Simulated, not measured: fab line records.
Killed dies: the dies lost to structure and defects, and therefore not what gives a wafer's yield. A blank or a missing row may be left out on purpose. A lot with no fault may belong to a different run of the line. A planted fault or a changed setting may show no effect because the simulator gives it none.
The tool behind it: which one? | flow nandHarc | Sampling: 6 lots, 18 wafers, 3 of 1302 route steps

WHAT THE GAUGES READ, wafer by wafer
NHARC_A_ONON_D2_THK_MEAS_08: measures by ellipsometry.
lot  | measured     | on           | thkNm (nm)
L606 | day 13 12:16 | filmMetro-02 | 982 983 982
L609 | day 15 08:17 | filmMetro-01 | 731 1017 1017
L619 | day 18 06:28 | filmMetro-01 | 1016 1018 1017
L621 | day 19 11:47 | filmMetro-01 | 1002 1002 1000
L624 | day 20 22:42 | filmMetro-01 | 1002 1002 1004
L626 | day 21 07:59 | filmMetro-02 | 992 993 993

WHICH TOOL RAN EACH LOT (tool, then ch and the chambers of the sampled wafers, then the start)
lot  | NHARC_A_DECK1_JOINT_DEP_16      | NHARC_A_ONON_D2_DEP_06
L606 | pecvd-02 ch 0,1,2, day 13 10:14 | pecvdOnon-04 ch 0, day 13 11:49
L609 | pecvd-01 ch 0,1,2, day 15 05:59 | pecvdOnon-02 ch 0, day 15 07:50
L619 | pecvd-01 ch 1,2, day 18 04:28   | pecvdOnon-02 ch 0, day 18 05:57
L621 | pecvd-02 ch 0,1,2, day 19 09:45 | pecvdOnon-01 ch 0, day 19 11:16
L624 | pecvd-03 ch 0,1, day 20 20:40   | pecvdOnon-01 ch 0, day 20 22:15
L626 | pecvd-02 ch 0,1, day 21 05:56   | pecvdOnon-02 ch 0, day 21 07:32
- NHARC_A_DECK1_JOINT_DEP_16: deposits SiO2, target thk 45 nm.
- NHARC_A_ONON_D2_DEP_06: target thk 1000 nm.

THE ANSWER, worked out from the rows above alone
Rule: usual is defined by the lots themselves. The widest of any qualifying gaps counts: lots, ordered by their means at a reading, are off when they make up no more than a third of the lots, leave a main group of 4 or more, and stand apart from it by 3 or more times the standard deviation of that group's means. If all means in a main group match to the digits the tables above print for the reading, that group is not used. A lot without any number at a reading at which 4 lots or more have one is off too. All remaining lots with rows at the step are treated as sound.
Off: L609, at NHARC_A_ONON_D2_THK_MEAS_08 (thkNm). The main group: mean 999 nm, standard deviation 11.
A tool fits if, at a process step before that reading, it ran every lot that is off, and no sound lot after the first of them. Those tools and the gauges at NHARC_A_ONON_D2_THK_MEAS_08 are tried in the same way. Not one of the candidates tried fits.

WHAT THE SIMULATOR HAD PUT IN
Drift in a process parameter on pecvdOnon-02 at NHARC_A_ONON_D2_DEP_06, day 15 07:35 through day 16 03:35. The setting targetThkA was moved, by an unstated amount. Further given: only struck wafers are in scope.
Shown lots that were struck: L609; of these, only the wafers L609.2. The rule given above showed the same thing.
